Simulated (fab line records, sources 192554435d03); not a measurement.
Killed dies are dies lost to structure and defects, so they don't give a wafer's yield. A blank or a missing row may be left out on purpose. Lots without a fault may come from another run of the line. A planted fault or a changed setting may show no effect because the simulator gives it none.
fab line records | flow n5_finfet
record lots=5 wafers=15 last_day=18
route steps=1938 shown BEOL_M4@1101 BEOL_M5@1112
lots that met no fault: from a run of the same line without faults
start_h: hours from the record's first day to the start of the lot's first wafer shown | wait_h: hours since the lot's step before | " the same as in the row above | L1.1+2: a row that stands for several wafers | - no value, or no start given | * or withheld: withheld | < > ~ a bound
route shown NAME@n: a module of which the file shows steps, and the number in the route of the first | usual: mean/standard deviation of fault-free wafers | same: alike in all rows | chamber/n: place in a boat | sites: the reading at each site | _std_site: their standard deviation | _edge_site: outer sites' mean less inner sites' | radius_mm: how far each site lies from the wafer's centre | mask NAME#n: copy n | behind: the tool/chamber that last shaped the wafer | hold: why the lot was held/for how many hours/how that ended | device: the transistor (n, p or np) that didn't switch | end of line: the same wafers' tests at the end of the route | a step without rows: its recipe alone | killed: dies lost to structure and defects at the first sort, not the wafer's yield | map: a wafer's dies, x killed, . not, _ none there
set.NAME: the setting as run; set.NAME@STEP: as run at that earlier step | model.NAME: the simulator's own value behind a step, which no gauge read
lots at some steps of the route; a table a step, a row a wafer
services: from which hour (start_h, from the record's first day; less than 0 if before it) a tool's chamber was out of use, for how many hours, and why
## steps
# step N5_BEOL_M4_ECD_50
# recipe material=Cu target_thk_a=3000
# step N5_BEOL_M4_ANNEAL_51
# recipe temp_c=225 time_s=90 ambient=N2
# step N5_BEOL_M4_CMP_52
# recipe stop_on=SiOC t_overpolish_s=6.8 down_force_psi=1 platen_rpm=50 clearing_platen_down_force_psi=1.5 clearing_platen_rpm=50 post_cmp_clean=cu_alkaline target_thk_nm=40 clearing_platen_pad_velocity_m_s=0.99484 pad_velocity_m_s=0.99484
# step N5_BEOL_M4_PRE_CLEAN_60
# recipe gas=NH3/H2 time_s=15 temp_c=* rf_power_w=300
# step N5_BEOL_M4_CO_CAP_55
# recipe material=Co target_thk_a=20 temp_c=200 precursor=CCTBA/H2 pressure_torr=30 time_s=102.1
# step N5_BEOL_M4_PRE_CLEAN_56
# recipe gas=NH3 time_s=15 temp_c=withheld rf_power_w=300
# step N5_BEOL_M4_DEP_57
# recipe material=SiCN target_thk_a=80 temp_c=withheld precursor=3MS/NH3 pressure_torr=3 rf_w=202 time_s=14
# step N5_BEOL_M5_ILD_DEP_00
# recipe material=SiCOH_lowk target_thk_a=1406.4 temp_c=300 precursor=DEMS/porogen pressure_torr=5 rf_w=500 time_s=25.9
# step N5_BEOL_M5_CURE_79
# recipe temp_c=385 time_s=240 ambient=He/Ar material=SiCOH_lowk
# usual lamp_power_pct=52.31/0.054 run_length_s=286.0/1.2 wafer_temp_C_max=387.2/0.57
# columns lot.wafer tool chamber start_h wait_h lamp_power_pct run_length_s wafer_temp_C_max model.SiCOH_lowk_of_BEOL_M5_ILD_DEP_00.thk_nm
L463.4 uv_cure-01 0 169.15 0.3 52.25 286.2 387.3 122.6
L463.5 " 0 " " 52.30 285.8 387.4 122
L463.6 " 0 " " 52.28 286.3 387.6 122.6
L474.2 uv_cure-01 0 228.38 0.1 - - - 141
L474.4 " 0 " " - - - 143.2
L474.6 " 0 " " - - - 143
L473.1 uv_cure-03 0 233.44 0.1 - - - 138.4
L473.2 " 0 " " - - - 138.2
L473.5 " 0 " " - - - 139.2
L475.1 uv_cure-03 1 243.09 0.1 - - - 139.6
L475.3 " 1 " " - - - 140
L475.6 " 1 " " - - - 141
L484.2 uv_cure-01 1 315.73 0.1 52.36 286.4 387.4 118.6
L484.3 " 1 " " 52.31 286.7 387.0 118.4
L484.4 " 1 " " 52.27 285.8 386.4 120
# step N5_BEOL_M5_THK_MEAS_01
# recipe reads=SiCOH_lowk_of_BEOL_M5_ILD_DEP_00
# usual M5_ILD_THK=121.0/1.3
# columns lot.wafer tool chamber start_h wait_h M5_ILD_THK[nm]
L463.4 film_metro-01 - 169.42 0.2 122.4
L463.5 " - " " 122.1
L463.6 " - " " 122.5
L474.2 film_metro-01 - 228.83 0.4 141.1
L474.4 " - " " 143.1
L474.6 " - " " 143.0
L473.1 film_metro-02 - 233.96 0.4 138.5
L473.2 " - " " 138.2
L473.5 " - " " 139.1
L475.1 film_metro-01 - 243.60 0.4 139.6
L475.3 " - " " 140.1
L475.6 " - " " 141.0
L484.2 film_metro-01 - 316.17 0.4 118.7
L484.3 " - " " 118.5
L484.4 " - " " 119.9
# step N5_BEOL_M5_PECVD_70
# recipe material=SiO2 target_thk_a=160 temp_c=400 precursor=TEOS/O2 pressure_torr=5.5 rf_w=450 teos_flow_sccm=53.8 gas=O2 flow_sccm=3000 time_s=18
# step N5_BEOL_M5_HM_DEP_02
# recipe material=TiN target_thk_a=200 temp_c=25 chamber_pressure_pa=0.49996
# step N5_BEOL_M5_COAT_59
# recipe resist=SOC temp_c=250 time_s=60 spin_rpm=1500 resist_thk_nm=60
# step N5_BEOL_M5_COAT_60
# recipe resist=SiARC temp_c=220 time_s=60 spin_rpm=1500 resist_thk_nm=12
# step N5_BEOL_M5_COAT_71
# recipe resist=underlayer temp_c=205 time_s=60 spin_rpm=1500 resist_thk_nm=5
# step N5_BEOL_M5_COAT_05
# recipe resist=CAR-EUV spin_rpm=1500 resist_thk_nm=30
# step N5_BEOL_M5_EBR_07
# recipe solvent=PGMEA ebr_width_mm=1.5
# step N5_BEOL_M5_SOFTBAKE_06
# recipe temp_c=110 time_s=60 resist=CAR-EUV
# step N5_BEOL_M5_EXPOSE_08
# recipe mask_id=M5 na=0.33 source_shape=annular sigma_inner=0.4 sigma_outer=0.8 polarization=unpolarized target_cd_nm=28 dose_mj=35.75
# step N5_BEOL_M5_PEB_09
# recipe peb_temp_c=100 peb_time_s=60 resist=CAR-EUV
# step N5_BEOL_M5_DEVELOP_10
# recipe develop_time_s=30 developer=TMAH resist=CAR-EUV rinse_liquid=surfactant_rinse dry=air_spin dev_temp_c=23
# step N5_BEOL_M5_DESCUM_16
# recipe chemistry=O2 time_s=7 source_power_w=50 bias_power_w=20 pressure_mtorr=20 rf_frequency_hz=2.712e+07 temp_c=40 resist=CAR-EUV o2_flow_sccm=225
# step N5_BEOL_M5_ETCH_72
# recipe chemistry=N2/H2 target=underlayer target_depth_a=65 mask_material=CAR-EUV time_s=5.2 ion_energy_ev=200 pressure_mtorr=30 source_w=840 bias_w=150 n2_flow_sccm=200 h2_flow_sccm=200 ends=cleared
# step N5_BEOL_M5_ETCH_61
# recipe chemistry=CF4 target=SiARC target_depth_a=156 mask_material=CAR-EUV time_s=26 ion_energy_ev=80 pressure_mtorr=40 source_w=545 bias_w=36 Ar_flow_sccm=100 cf4_flow_sccm=100 ends=cleared
# step N5_BEOL_M5_ETCH_62
# recipe chemistry=N2/H2 target=SOC target_depth_a=750 overetch_a=150 mask_material=SiARC temp_c=40 time_s=112.5 ion_energy_ev=200 pressure_mtorr=30 source_w=840 bias_w=150 n2_flow_sccm=200 h2_flow_sccm=200
# step N5_BEOL_M5_STRIP_63
# recipe chemistry=N2/H2 temp_c=40 n2_flow_sccm=200 h2_flow_sccm=200 rf_frequency_hz=6e+07
# step N5_BEOL_M5_STRIP_73
# recipe chemistry=N2/H2 temp_c=40 n2_flow_sccm=200 h2_flow_sccm=200 rf_frequency_hz=6e+07
# step N5_BEOL_M5_STRIP_64
# recipe chemistry=CF4 resist=SiARC power_w=300 bias_power_w=75 pressure_mtorr=50 cf4_flow_sccm=150 rf_frequency_hz=6e+07
# step N5_BEOL_M5_HM_OPEN_17
# recipe chemistry=Cl2/BCl3 target_depth_a=200 overetch_a=60 target=TiN mask_material=SOC ion_energy_ev=150 pressure_mtorr=10 icp_w=1000 bias_w=126 Cl2_flow_sccm=53.25 bcl3_flow_sccm=21.75 Ar_flow_sccm=25
# step N5_BEOL_M5_STRIP_19
# recipe chemistry=O2 power_w=400 temp_c=40 pressure_mtorr=30 rf_frequency_hz=6e+07 bias_power_w=0 overash_fraction=0.2 o2_flow_sccm=225
# step N5_BEOL_M5_COAT_65
# recipe resist=SOC temp_c=250 time_s=60 spin_rpm=1500 resist_thk_nm=60
# step N5_BEOL_M5_COAT_66
# recipe resist=SiARC temp_c=220 time_s=60 spin_rpm=1500 resist_thk_nm=12
# step N5_BEOL_M5_COAT_74
# recipe resist=underlayer temp_c=205 time_s=60 spin_rpm=1500 resist_thk_nm=5
# step N5_BEOL_M5_COAT_22
# recipe resist=CAR-EUV spin_rpm=1500 resist_thk_nm=30
# step N5_BEOL_M5_CMP_52
# recipe stop_on=SiCOH_lowk t_overpolish_s=6.9 down_force_psi=1 platen_rpm=50 clearing_platen_down_force_psi=1.5 clearing_platen_rpm=50 post_cmp_clean=cu_alkaline target_thk_nm=62 clearing_platen_pad_velocity_m_s=0.99484 pad_velocity_m_s=0.99484
# usual motor_current_A=6.1/0.48 retaining_ring_pressure_frac=1.000/0.005 slurry_filter_dp_kPa=13.49/0.14
# columns lot.wafer tool chamber start_h wait_h motor_current_A retaining_ring_pressure_frac slurry_filter_dp_kPa model.SiCOH_lowk_of_BEOL_M5_ILD_DEP_00.thk_nm
L463.4 cmp-04 2 179.47 0.1 6.3 1.004 13.47 119.6
L463.6 " 2 " " 6.3 1.005 13.35 119.6
L463.5 " 3 " " 6.0 0.997 13.51 119
L474.2 cmp-03 2 238.94 0.2 4.9 1.000 13.41 138
L474.4 " 1 " " 5.8 1.000 13.37 140.2
L474.6 " 2 " " 5.2 1.002 13.45 140
L473.2 cmp-03 3 244.19 0.2 5.3 0.993 13.27 135.2
L473.1 " 1 " " 6.4 0.992 13.60 135.4
L473.5 " 3 " " 5.4 0.993 13.50 136.2
L475.1 cmp-04 1 252.58 0.3 6.1 0.995 13.76 136.6
L475.3 " 2 " " 6.1 0.998 13.26 137
L475.6 " 1 " " 6.0 0.994 13.35 138
L484.3 cmp-04 2 327.41 0.2 6.1 0.991 13.29 115.4
L484.2 " 0 " " 6.2 0.990 13.51 115.6
L484.4 " 1 " " 5.7 0.992 13.51 117
## services
# columns tool chamber start_h hours kind
uv_cure-01 - 145.57 3.3 repair
uv_cure-03 - 157.56 0.9 repair
cmp-03 - 167.87 1.6 repair
cmp-03 - 181.19 5.3 repair
cmp-03 - 208.50 1.8 repair
uv_cure-03 - 213.10 1.4 repair
cmp-04 - 229.25 4.0 pm
cmp-04 - 233.25 - consumable_replace:conditioner
cmp-04 - 233.25 - consumable_replace:pad
uv_cure-01 - 234.10 7.5 pm
cmp-03 - 234.58 4.0 pm
cmp-03 - 238.58 - consumable_replace:conditioner
cmp-03 - 238.58 - consumable_replace:pad
uv_cure-03 - 244.42 7.1 pm
cmp-03 - 263.00 0.4 repair
cmp-04 - 265.45 1.7 repair
uv_cure-01 - 271.15 0.8 repair
cmp-03 - 323.45 5.2 pm
## key
first_sign step=N5_BEOL_M5_CURE_79 reading=tool_record direction=missing
effect step=N5_BEOL_M5_THK_MEAS_01 reading=M5_ILD_THK direction=up sigmas=15 usual=121.0 struck=140.4
model_effect step=N5_BEOL_M5_CURE_79 value=SiCOH_lowk_of_BEOL_M5_ILD_DEP_00.thk_nm without=120.8 struck=140.4
model_effect step=N5_BEOL_M5_CMP_52 value=SiCOH_lowk_of_BEOL_M5_ILD_DEP_00.thk_nm without=117.8 struck=137.4
met_at N5_BEOL_M5_CURE_79
struck_wafers L473.1,L473.2,L473.5,L474.2,L474.4,L474.6,L475.1,L475.3,L475.6
onset_between 169.15 228.38
earlier_fault kind=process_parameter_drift tool=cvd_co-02 chamber=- onset_h=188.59 steps=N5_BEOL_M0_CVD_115 channel=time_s offset=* shape=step acts_in=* stated=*
earlier_fault kind=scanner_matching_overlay tool=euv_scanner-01 chamber=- onset_h=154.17 steps=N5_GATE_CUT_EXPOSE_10 offset=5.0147
fault kind=skipped_step_whole tool=uv_cure-01,uv_cure-03 chamber=- onset_h=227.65 steps=N5_BEOL_M5_CURE_79 scope=struck_lots_only
